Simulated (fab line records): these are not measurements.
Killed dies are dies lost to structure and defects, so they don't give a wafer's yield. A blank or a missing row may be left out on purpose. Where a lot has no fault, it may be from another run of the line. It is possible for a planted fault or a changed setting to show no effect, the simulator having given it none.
Chamber matching || flow n5_finfet || pecvd-02 running N5_BEOL_M0_SAQP_PECVD_04: 3 sister chambers
The step deposits a-Si from SiH4/He, target thk 60 nm, time 60.2 s. 18 wafers are shown with their chamber, then 9 later ones without.

WAFERS PAIRED WITH THEIR CHAMBERS
{"wafer": "L075.2", "chamber": 1, "throttle_valve_pct (%)": 17.5, "heater_power_w (W)": 557, "showerhead_plenum_p_Torr (Torr)": 5.66}
{"wafer": "L075.3", "chamber": 2, "throttle_valve_pct (%)": 18.0, "heater_power_w (W)": 606, "showerhead_plenum_p_Torr (Torr)": 5.63}
{"wafer": "L075.5", "chamber": 0, "throttle_valve_pct (%)": 18.1, "heater_power_w (W)": 520, "showerhead_plenum_p_Torr (Torr)": 5.63}
{"wafer": "L076.3", "chamber": 0, "throttle_valve_pct (%)": 18.6, "heater_power_w (W)": 492, "showerhead_plenum_p_Torr (Torr)": 5.65}
{"wafer": "L076.4", "chamber": 1, "throttle_valve_pct (%)": 17.7, "heater_power_w (W)": 620, "showerhead_plenum_p_Torr (Torr)": 5.66}
{"wafer": "L076.5", "chamber": 2, "throttle_valve_pct (%)": 18.1, "heater_power_w (W)": 669, "showerhead_plenum_p_Torr (Torr)": 5.63}
{"wafer": "L078.3", "chamber": 0, "throttle_valve_pct (%)": 18.5, "heater_power_w (W)": 550, "showerhead_plenum_p_Torr (Torr)": 5.65}
{"wafer": "L078.4", "chamber": 1, "throttle_valve_pct (%)": 17.7, "heater_power_w (W)": 635, "showerhead_plenum_p_Torr (Torr)": 5.66}
{"wafer": "L078.6", "chamber": 2, "throttle_valve_pct (%)": 18.3, "heater_power_w (W)": 618, "showerhead_plenum_p_Torr (Torr)": 5.63}
{"wafer": "L079.1", "chamber": 1, "throttle_valve_pct (%)": 17.7, "heater_power_w (W)": 637, "showerhead_plenum_p_Torr (Torr)": 5.65}
{"wafer": "L079.3", "chamber": 0, "throttle_valve_pct (%)": 18.6, "heater_power_w (W)": 493, "showerhead_plenum_p_Torr (Torr)": 5.64}
{"wafer": "L079.4", "chamber": 1, "throttle_valve_pct (%)": 17.8, "heater_power_w (W)": 644, "showerhead_plenum_p_Torr (Torr)": 5.66}
{"wafer": "L086.2", "chamber": 0, "throttle_valve_pct (%)": 18.8, "heater_power_w (W)": 511, "showerhead_plenum_p_Torr (Torr)": 5.65}
{"wafer": "L086.3", "chamber": 1, "throttle_valve_pct (%)": 17.7, "heater_power_w (W)": 619, "showerhead_plenum_p_Torr (Torr)": 5.66}
{"wafer": "L086.4", "chamber": 0, "throttle_valve_pct (%)": 18.6, "heater_power_w (W)": 506, "showerhead_plenum_p_Torr (Torr)": 5.64}
{"wafer": "L087.2", "chamber": 1, "throttle_valve_pct (%)": 17.7, "heater_power_w (W)": 646, "showerhead_plenum_p_Torr (Torr)": 5.67}
{"wafer": "L087.3", "chamber": 2, "throttle_valve_pct (%)": 18.3, "heater_power_w (W)": 652, "showerhead_plenum_p_Torr (Torr)": 5.64}
{"wafer": "L087.4", "chamber": 1, "throttle_valve_pct (%)": 17.6, "heater_power_w (W)": 626, "showerhead_plenum_p_Torr (Torr)": 5.65}

SIGNATURES, as means of the wafers listed above
{"reading": "throttle_valve_pct", "chamber 0": 18.533, "chamber 1": 17.675, "chamber 2": 18.175, "scatter within a chamber": 0.162}
{"reading": "heater_power_w", "chamber 0": 512.00, "chamber 1": 623.00, "chamber 2": 636.25, "scatter within a chamber": 26.6}
{"reading": "showerhead_plenum_p_Torr", "chamber 0": 5.6433, "chamber 1": 5.6588, "chamber 2": 5.6325, "scatter within a chamber": 0.00681}
Rule: distance of a wafer from a chamber = root of the sum over the readings of ((wafer's reading minus chamber's mean) / reading's scatter) squared. The wafer belongs to the nearest chamber; if the next one is less than 2 further off, it can't be placed. The scatter: the root of (the sum of the squares of (reading less its chamber's mean) over the shown wafers, divided by (wafers less chambers)).

WAFERS WITHOUT THEIR CHAMBER
{"wafer": "L089.2", "throttle_valve_pct (%)": 18.3, "heater_power_w (W)": 618, "showerhead_plenum_p_Torr (Torr)": 5.63}
{"wafer": "L089.4", "throttle_valve_pct (%)": 18.1, "heater_power_w (W)": 620, "showerhead_plenum_p_Torr (Torr)": 5.61}
{"wafer": "L089.5", "throttle_valve_pct (%)": 18.0, "heater_power_w (W)": 626, "showerhead_plenum_p_Torr (Torr)": 5.66}
{"wafer": "L091.2", "throttle_valve_pct (%)": 19.0, "heater_power_w (W)": 472, "showerhead_plenum_p_Torr (Torr)": 5.64}
{"wafer": "L091.4", "throttle_valve_pct (%)": 18.0, "heater_power_w (W)": 570, "showerhead_plenum_p_Torr (Torr)": 5.66}
{"wafer": "L091.5", "throttle_valve_pct (%)": 17.8, "heater_power_w (W)": 569, "showerhead_plenum_p_Torr (Torr)": 5.66}
{"wafer": "L096.2", "throttle_valve_pct (%)": 18.7, "heater_power_w (W)": 510, "showerhead_plenum_p_Torr (Torr)": 5.63}
{"wafer": "L096.3", "throttle_valve_pct (%)": 17.5, "heater_power_w (W)": 608, "showerhead_plenum_p_Torr (Torr)": 5.67}
{"wafer": "L096.5", "throttle_valve_pct (%)": 17.0, "heater_power_w (W)": 686, "showerhead_plenum_p_Torr (Torr)": 5.63}

WHICH CHAMBER EACH ONE RAN IN
{"wafer": "L089.2", "from the rows above": 2, "in truth": 2}
{"wafer": "L089.4", "from the rows above": 2, "in truth": 2}
{"wafer": "L089.5", "from the rows above": 1, "in truth": 1}
{"wafer": "L091.2", "from the rows above": 0, "in truth": 0}
{"wafer": "L091.4", "from the rows above": "can't be placed: 1 or 0", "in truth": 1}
{"wafer": "L091.5", "from the rows above": 1, "in truth": 1}
{"wafer": "L096.2", "from the rows above": 0, "in truth": 0}
{"wafer": "L096.3", "from the rows above": 1, "in truth": 1}
{"wafer": "L096.5", "from the rows above": "can't be placed: 1 or 2", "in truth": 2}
7 of 9 placed correctly. Not placeable from these rows: 2 (in 2, the candidates include the true chamber). Wrongly placed: 0.
